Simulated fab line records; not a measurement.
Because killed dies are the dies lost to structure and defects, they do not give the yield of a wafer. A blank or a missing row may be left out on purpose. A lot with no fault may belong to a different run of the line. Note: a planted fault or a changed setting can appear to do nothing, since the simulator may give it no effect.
Problem report in the 8D (eight disciplines) form, filled by code -- flow nand_harc -- the parts of the form that need people (team, actions taken, sign-off) are left out

1. THE PROBLEM
thk_nm at NHARC_A_ONON_D1_THK_MEAS_30 reads a mean of 876 nm on 6 wafers of 2 lots; wafers without a fault read 1001 nm with a standard deviation of 8.8. Measured from the usual mean, that is -14 standard deviations.
The step: measures by ellipsometry.
Earliest sighting: wafer L625.2 on film_metro-01 at day 12 21:19. The record holds 36 wafers of 12 lots with a number at this step. By rule, "out" or "out of limits" means more than 4 standard deviations away from the usual mean. Any other wafer with a number is counted as sound.

2. WHAT IT IS; WHAT IT IS NOT
question,is,is not
which readings at this step,thk_nm,-
which lots,"L625, L632","L614, L615, L616, L617, L619, L620, L621, L631, L635, L637"
which wafers of those lots,all that have a number,-
read on which gauges,"film_metro-01, film_metro-02",-
when,from day 12 21:19,"up to then (21 sound wafers); but 9 sound wafers of L631, L635, L637 came after"

3. WHAT RULES OUT EACH SUSPECT
Counting: a tool at a process step up to the reading stays a suspect if it ran every lot that is out and no sound lot after the first of them.
- ruled out: the gauge at NHARC_A_ONON_D1_THK_MEAS_30. Those wafers that are out were read across 2 gauges (film_metro-01, film_metro-02).
- pecvd_onon-03 at NHARC_A_ONON_D1_DEP_28 (target thk 1000 nm): kept. Every lot that is out went through it, starting with L625 (day 12 20:52), and after that it ran no sound lot; the last sound lot it ran before then is L621 (day 11 02:53).
Remaining after the count: pecvd_onon-03 at NHARC_A_ONON_D1_DEP_28.

4. THE CAUSE (what the simulator had put in)
Site profile drift: pecvd_onon-03, from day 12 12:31 on, at NHARC_A_ONON_D1_DEP_28. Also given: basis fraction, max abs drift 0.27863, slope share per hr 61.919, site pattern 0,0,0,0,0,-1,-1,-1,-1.
Counting left only this tool.

5. THE EFFECT CHAIN, in route order
Each row: a reading whose mean over the struck wafers that have a number lies more than 3 standard deviations from the usual. Only readings whose record carries a usual standard deviation are examined. hours: median over the lots of the time between each lot's start at the first step of this table that gives one and its start at this step. sigmas: the change, counted in usual standard deviations.
hours,step,reading,usual,on struck wafers,change,sigmas
0,NHARC_A_ONON_D1_THK_MEAS_30,thk_nm,1001 nm,876,-125,-14

6. HOW IT WOULD HAVE BEEN CAUGHT EARLIER
9 hours passed between the start of the fault at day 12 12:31 and the first reading out of limits at a measuring or inspecting step in this record, taken at day 12 21:19.
No tool reading at NHARC_A_ONON_D1_DEP_28 that has a usual standard deviation in the record was out on any struck wafer, so an alarm limit of 4 standard deviations on those readings would not have fired.
Of the lots that are out (2), L632 began NHARC_A_ONON_D1_DEP_28 on pecvd_onon-03 after day 12 21:19. Holding the tool at that time would have saved it.
